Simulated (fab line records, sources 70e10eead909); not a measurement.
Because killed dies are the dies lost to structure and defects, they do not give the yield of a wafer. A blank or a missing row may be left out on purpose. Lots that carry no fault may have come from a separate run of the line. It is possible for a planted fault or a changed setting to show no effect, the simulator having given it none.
A struck lot beside a sound one + flow nand harc + 14 out of 1159 route steps
Sound: wafers L978.1, L978.5, L978.6. Struck: wafer L989.2. (L989.3, L989.6 of the same lot were not struck and are left out.) The cause comes at the end.
Order at every step that has rows: each side's tool, ch and its chambers, its first start. Under that, the readings that differ: sound wafers + struck wafers + difference of the means + sigmas: that difference in standard deviations of wafers without a fault.
alike: same words and numbers on both sides, and readings whose means sit less than 2 such deviations apart. not compared: any withheld reading, any reading some wafer has no value for, any bound like >300 that may hide the same value, and any number with overlapping values for which the record gives no deviation.
Wherever a step has rows on one side only, a row that says differs or no value, or a row with sigmas, the two part there. Non-overlapping numbers with no deviation appear without sigmas and do not part them. Lack of a reading on every wafer of one side parts them only where that side has two or more wafers.

NHARC_A_STAIRCASE_TRIM_222: chemistry O2, time 211.2 s.
  sound on rie diel-10 ch 0,2,3; struck on rie diel-10 ch 1
  alike: drypump motor current A, oes product au, rf vpp V, showerhead plenum p Torr, throttle valve pct
  not compared: rf hours counter h
then, 4 steps without rows for these wafers: NHARC_A_STAIRCASE_ETCH_223 (etches the open film in C4F8/O2, target depth 100 nm, time 40.5 s); NHARC_A_STAIRCASE_TRIM_224 (chemistry O2, time 211.2 s); NHARC_A_STAIRCASE_ETCH_225 (etches the open film in C4F8/O2, target depth 100 nm, time 40.5 s); NHARC_A_STAIRCASE_TRIM_226 (chemistry O2, time 211.2 s).
NHARC_A_STAIRCASE_ETCH_227: etches the open film in C4F8/O2, target depth 100 nm, time 40.5 s.
  sound on rie diel-10 ch 2,3; struck on rie diel-10 ch 0
| reading      | sound       | struck | difference | sigmas |
|--------------|-------------|--------|------------|--------|
| rf vpp V (V) | 901 903 901 | 888    | -14        | -2     |
  alike: oes product au
  not compared: rf hours counter h
NHARC_A_STAIRCASE_TRIM_229: chemistry O2, time 211.2 s.
  sound on rie diel-01 ch 2,3, day 13 07:09; struck on rie diel-01 ch 0, day 15 11:00
  alike: drypump motor current A, oes product au, rf vpp V, showerhead plenum p Torr, throttle valve pct
  not compared: rf hours counter h
NHARC_A_STAIRCASE_ETCH_230: etches the open film in C4F8/O2, target depth 100 nm, time 40.5 s.
  sound on rie diel-01 ch 0,3; struck on rie diel-01 ch 1
| reading               | sound             | struck | difference | sigmas |
|-----------------------|-------------------|--------|------------|--------|
| oes product au (a.u.) | 0.919 0.925 0.916 | 0.960  | +0.040     | +2     |
  alike: rf vpp V
  not compared: rf hours counter h
NHARC_A_STAIRCASE_TRIM_231: chemistry O2, time 211.2 s.
  sound on rie diel-01 ch 1,2; struck on rie diel-01 ch 1
  alike: drypump motor current A, oes product au, rf vpp V, showerhead plenum p Torr, throttle valve pct
  not compared: rf hours counter h
then, 2 steps without rows for these wafers: NHARC_A_STAIRCASE_ETCH_232 (etches the open film in C4F8/O2, target depth 100 nm, time 40.5 s); NHARC_A_STAIRCASE_TRIM_233 (chemistry O2, time 211.2 s).
NHARC_A_STAIRCASE_ETCH_234: etches the open film in C4F8/O2, target depth 100 nm, time 40.5 s.
  sound on rie diel-01 ch 0,1, day 13 07:56; struck on rie diel-01 ch 0, day 15 11:55
| reading               | sound             | struck | difference | sigmas |
|-----------------------|-------------------|--------|------------|--------|
| oes product au (a.u.) | 0.932 0.936 0.939 | 1.084  | +0.148     | +15    |
  alike: rf vpp V
  not compared: rf hours counter h
then, 1 step without rows for these wafers: NHARC_A_STAIRCASE_TRIM_235 (chemistry O2, time 211.2 s).
-- jump in the record: it breaks off in module A_STAIRCASE and resumes in module END (first step shown: number 1159 of the route), and 9 days separate the struck wafers' starts before and after --
NHARC_END_SORT_01:
  only the struck wafers appear in the record here, on prober-01 ch 0 at day 24 00:44; the sound ones have no rows

## WHERE THEY PART
First at NHARC_A_STAIRCASE_ETCH_227; last, within this record, at NHARC_END_SORT_01.

WHY: what had been put in by the simulator
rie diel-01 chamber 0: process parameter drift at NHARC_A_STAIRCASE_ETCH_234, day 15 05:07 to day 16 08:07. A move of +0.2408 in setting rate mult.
